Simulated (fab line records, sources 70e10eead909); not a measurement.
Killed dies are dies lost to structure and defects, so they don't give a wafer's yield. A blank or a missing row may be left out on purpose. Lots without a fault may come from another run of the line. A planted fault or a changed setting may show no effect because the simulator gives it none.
Chamber matching | flow nand_harc | NHARC_A_CONTACT_ETCH_50 on rie_diel-05: 4 sister chambers
The step etches the open film in CF4/CHF3, target depth 121 nm, time 60.5 s. 4 wafers are shown with their chamber, then 7 later ones without.

WAFERS WITH THEIR CHAMBER
wafer  | chamber | showerhead_plenum_p_Torr (Torr)
L614.6 | 1       | 1.59
L615.2 | 2       | 1.50
L616.2 | 0       | 1.58
L616.5 | 3       | 1.62

WAFERS WITHOUT THEIR CHAMBER
wafer  | showerhead_plenum_p_Torr (Torr)
L616.6 | 1.49
L617.1 | 1.59
L617.2 | 1.50
L617.4 | 1.57
L619.3 | 1.62
L619.4 | 1.57
L619.5 | 1.62

WHICH CHAMBER EACH WENT THROUGH
wafer  | from the rows above     | in truth
L616.6 | 2                       | 2
L617.1 | can't be placed: 1 or 0 | 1
L617.2 | 2                       | 2
L617.4 | can't be placed: 0 or 1 | 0
L619.3 | 3                       | 3
L619.4 | can't be placed: 0 or 1 | 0
L619.5 | 3                       | 3
Placed correctly: 4 of 7. Can't be placed from these rows: 3 (the true chamber is among the candidates in 3). Placed wrongly: 0.
How it was worked out, from the rows above alone: a wafer's distance from a chamber is the root of the sum, over the readings, of the square of ((its reading less the chamber's mean) divided by the reading's scatter). The wafer belongs to the nearest chamber; if the next one is less than 2 further off, it can't be placed. A chamber's mean is the mean of its shown wafers. The scatter: with one shown wafer a chamber, the root of the mean of the squares of how far each hidden wafer lies from its nearest shown one.
